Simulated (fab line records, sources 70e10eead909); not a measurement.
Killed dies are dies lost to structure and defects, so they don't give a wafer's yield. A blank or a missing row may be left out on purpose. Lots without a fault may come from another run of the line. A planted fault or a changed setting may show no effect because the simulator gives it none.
Chamber matching | flow nand_harc | NHARC_A_SLIT_ETCH_24 on rie_diel-05: 4 sister chambers
The step etches the open film in CF4/CHF3, target depth 121 nm, time 60.5 s. 16 wafers are shown with their chamber, then 8 later ones without.

WAFERS WITH THEIR CHAMBER
wafer  | chamber | drypump_motor_current_A (A) | rf_vpp_V (V) | cf4_flow_sccm (sccm)
L079.3 | 1       | 5.0                         | 367.9        | 100.10
L079.5 | 0       | 5.4                         | 371.6        | 100.17
L079.6 | 1       | 5.1                         | 368.6        | 100.93
L083.2 | 0       | 5.4                         | 371.1        | 100.30
L083.4 | 2       | 5.8                         | 368.5        | 100.02
L083.6 | 1       | 5.0                         | 368.4        | 100.29
L087.1 | 3       | 5.9                         | 366.7        | 99.85
L087.2 | 1       | 5.1                         | 366.6        | 99.70
L087.4 | 2       | 5.8                         | 371.3        | 100.04
L085.4 | 1       | 5.1                         | 368.2        | 100.37
L085.5 | 0       | 5.4                         | 371.3        | 100.01
L085.6 | 3       | 5.9                         | 367.9        | 100.09
L088.1 | 1       | 5.1                         | 366.2        | 99.77
L088.5 | 3       | 5.9                         | 368.8        | 100.08
L088.6 | 2       | 5.8                         | 370.2        | 99.53
L090.3 | 3       | 5.9                         | 368.4        | 99.63

SIGNATURES (means of the wafers above)
reading                 | chamber 0 | chamber 1 | chamber 2 | chamber 3 | scatter within a chamber
drypump_motor_current_A | 5.400     | 5.067     | 5.800     | 5.900     | 0.0333
rf_vpp_V                | 371.333   | 367.650   | 370.000   | 367.950   | 0.985
cf4_flow_sccm           | 100.1600  | 100.1933  | 99.8633   | 99.9125   | 0.338
Rule: a wafer's distance from a chamber is the root of the sum, over the readings, of the square of ((its reading less the chamber's mean) divided by the reading's scatter). The wafer belongs to the nearest chamber; if the next one is less than 2 further off, it can't be placed. The scatter: the root of (the sum of the squares of (reading less its chamber's mean) over the shown wafers, divided by (wafers less chambers)).

WAFERS WITHOUT THEIR CHAMBER
wafer  | drypump_motor_current_A (A) | rf_vpp_V (V) | cf4_flow_sccm (sccm)
L090.4 | 5.8                         | 369.8        | 100.44
L090.6 | 5.4                         | 371.5        | 100.13
L092.3 | 5.4                         | 370.5        | 100.31
L092.4 | 5.9                         | 369.5        | 100.06
L092.5 | 5.0                         | 368.3        | 100.18
L095.2 | 5.1                         | 367.2        | 99.53
L095.5 | 5.8                         | 369.2        | 100.02
L095.6 | 5.9                         | 369.1        | 99.56

WHICH CHAMBER EACH WENT THROUGH
wafer  | from the rows above     | in truth
L090.4 | 2                       | 2
L090.6 | 0                       | 0
L092.3 | 0                       | 0
L092.4 | can't be placed: 3 or 2 | 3
L092.5 | 1                       | 1
L095.2 | 1                       | 1
L095.5 | 2                       | 2
L095.6 | can't be placed: 3 or 2 | 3
Placed correctly: 6 of 8. Can't be placed from these rows: 2 (the true chamber is among the candidates in 2). Placed wrongly: 0.
